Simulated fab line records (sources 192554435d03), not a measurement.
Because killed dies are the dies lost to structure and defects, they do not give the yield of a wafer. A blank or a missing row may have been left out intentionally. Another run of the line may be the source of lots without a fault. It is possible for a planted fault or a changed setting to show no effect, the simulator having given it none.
Struck lot and sound lot, side by side + flow n5Finfet + 15 steps out of a route of 1938
Sound: wafers L459.2, L459.4, L459.6. Struck: wafer L448.3; the same lot's L448.6 was not struck, so it is left out; see the end for the cause.
Each step with rows lists, per side, the tool, then ch with its chambers, then its first start. Under that, the readings that differ: sound wafers + struck wafers + difference of the means + sigmas: that difference in standard deviations of wafers without a fault.
alike: readings with means less than 2 such deviations apart, plus words and numbers identical on both sides. not compared: withheld readings, readings lacking a value on some wafer, bounds such as >300 that could conceal the same value, and numbers that have no deviation in the record and whose values overlap.
A row with sigmas, a row that says differs or no value, or rows on one side alone: a step with any of these is where the two part. When numbers do not overlap yet have no deviation, they are printed without sigmas and do not part them. A reading missing from all wafers of one side parts the sides only when that side holds two or more wafers.

N5_BEOL_M6_OVL_MEAS_29:
  sound on overlay-02 ch 0, day 13 10:43; struck on overlay-02 ch 0, day 11 23:49
  alike: V5_OVL
N5_BEOL_M6_INSPECT_30: inspects for defects (brightfield).
  sound: defectInspect-02 at day 13 10:46; struck: defectInspect-02 at day 11 23:52
  alike: rawDefectCount
then, 1 step without rows for these wafers: N5_BEOL_M6_DESCUM_33 (chemistry O2, time 7 s).
N5_BEOL_M6_ETCH_72: etches underlayer in N2/H2, target depth 6.5 nm, time 5.2 s.
  sound on rieDiel-03 ch 1,2, day 13 10:50; struck on rieDiel-01 ch 2, day 11 23:56
| reading                      | sound          | struck | difference | sigmas |
|------------------------------|----------------|--------|------------|--------|
| etchRfOnTimeS (s)            | 5.25 5.06 5.07 | 5.43   | +0.30      | +2     |
| showerheadPlenumPTorr (Torr) | 2.71 2.58 2.58 | 2.46   | -0.16      | -3     |
  alike: drypumpMotorCurrentA, oesProductAu, rfVppV, throttleValvePct
  not compared: rfHoursCounterH
N5_BEOL_M6_ETCH_65: etches SiARC in CF4, target depth 15.6 nm, time 26 s.
  sound on rieDiel-03 ch 1,2, day 13 10:50; struck on rieDiel-01 ch 2, day 11 23:57
| reading                      | sound          | struck | difference | sigmas |
|------------------------------|----------------|--------|------------|--------|
| etchRfOnTimeS (s)            | 26.5 25.2 25.0 | 27.0   | +1.4       | +2     |
| showerheadPlenumPTorr (Torr) | 2.27 2.17 2.17 | 2.09   | -0.11      | -3     |
  alike: cf4FlowSccm, drypumpMotorCurrentA, mfcArSccm, oesProductAu, rfVppV, throttleValvePct
  not compared: rfHoursCounterH
N5_BEOL_M6_ETCH_66: etches SOC in N2/H2, target depth 80 nm, overetch 16 nm, time 120 s.
  sound on rieDiel-03 ch 1,2, day 13 10:52; struck on rieDiel-01 ch 2, day 11 23:59
| reading                      | sound             | struck | difference | sigmas |
|------------------------------|-------------------|--------|------------|--------|
| rfVppV (V)                   | 527.1 525.7 524.5 | 522.4  | -3.4       | -2     |
| showerheadPlenumPTorr (Torr) | 2.71 2.58 2.58    | 2.46   | -0.16      | -3     |
  alike: drypumpMotorCurrentA, oesProductAu, throttleValvePct
  not compared: rfHoursCounterH
then, 2 steps without rows for these wafers: N5_BEOL_M6_STRIP_69 (strips in N2/H2); N5_BEOL_M6_STRIP_73 (strips in N2/H2).
N5_BEOL_M6_VIA_ETCH_34: etches SiCOH lowk in C4F6/O2, target depth 126.3 nm, time 50.9 s.
  sound on rieDiel-03 ch 1,2, day 13 10:58; struck on rieDiel-01 ch 2, day 12 00:05
| reading                      | sound          | struck | difference | sigmas |
|------------------------------|----------------|--------|------------|--------|
| showerheadPlenumPTorr (Torr) | 3.05 2.87 2.87 | 2.78   | -0.15      | -3     |
  alike: drypumpMotorCurrentA, mfcArSccm, oesProductAu, rfVppV, throttleValvePct
  not compared: rfHoursCounterH
then, 3 steps without rows for these wafers: N5_BEOL_M6_STRIP_76 (strips in C4F6/O2); N5_BEOL_M6_STRIP_36 (strips in N2/H2); N5_BEOL_M6_TRENCH_ETCH_37 (etches SiCOH lowk in C4F6/O2, target depth 94.435 nm, time 31.5 s).
N5_BEOL_M6_ETCH_41: etches SiCN in CH3F/O2, target depth 29.7 nm, time 52 s.
  sound on rieDiel-03 ch 1,2, day 13 11:06; struck on rieDiel-01 ch 2, day 12 00:12
| reading                      | sound             | struck | difference | sigmas |
|------------------------------|-------------------|--------|------------|--------|
| oesProductAu (a.u.)          | 0.90 0.86 0.86    | 0.58   | -0.29      | -3     |
| rfVppV (V)                   | 300.7 299.2 297.4 | 294.9  | -4.2       | -3     |
| showerheadPlenumPTorr (Torr) | 2.15 2.02 2.02    | 1.95   | -0.11      | -3     |
| model.etch.depthNm (nm)      | 19.42 19.81 19.72 | 9.882  | -9.768     |        |
  alike: drypumpMotorCurrentA, mfcArSccm, throttleValvePct
  not compared: rfHoursCounterH
N5_BEOL_M6_STRIP_80: strips in N2/H2, time 10 s.
  sound: rieDiel-03 ch 1,2; struck: rieDiel-01 ch 2
| reading                      | sound          | struck | difference | sigmas |
|------------------------------|----------------|--------|------------|--------|
| showerheadPlenumPTorr (Torr) | 2.71 2.58 2.58 | 2.45   | -0.17      | -3     |
  alike: drypumpMotorCurrentA, oesProductAu, rfVppV, throttleValvePct
  not compared: rfHoursCounterH
-- a jump in the record: the struck wafers' starts before and after are 4 days apart (it breaks off in module BEOL_M6 and resumes in module PASSIVATION, where the first step shown is number 1936 of the route) --
N5_PASSIVATION_PROBE_49:
  sound: prober-02 at day 17 05:26; struck: prober-01 at day 15 17:53
  alike: defectLimitedYield, killed_at_M0_to_M3, killed_at_M4_up, killedAtContacts, killedAtFrontEnd, killedAtOther, killedDies, killedOpen, killedShort, sort_bin_5_function, sort_bin_6_memory, sort_bin_8_speed, sortNPass, sortYieldPct

== WHERE THEY PART ==
Earliest at N5_BEOL_M6_ETCH_72; latest, in this record, at N5_BEOL_M6_STRIP_80. Later steps at which nothing parts them and some readings are alike: N5_PASSIVATION_PROBE_49.

WHY: whatever the simulator had introduced
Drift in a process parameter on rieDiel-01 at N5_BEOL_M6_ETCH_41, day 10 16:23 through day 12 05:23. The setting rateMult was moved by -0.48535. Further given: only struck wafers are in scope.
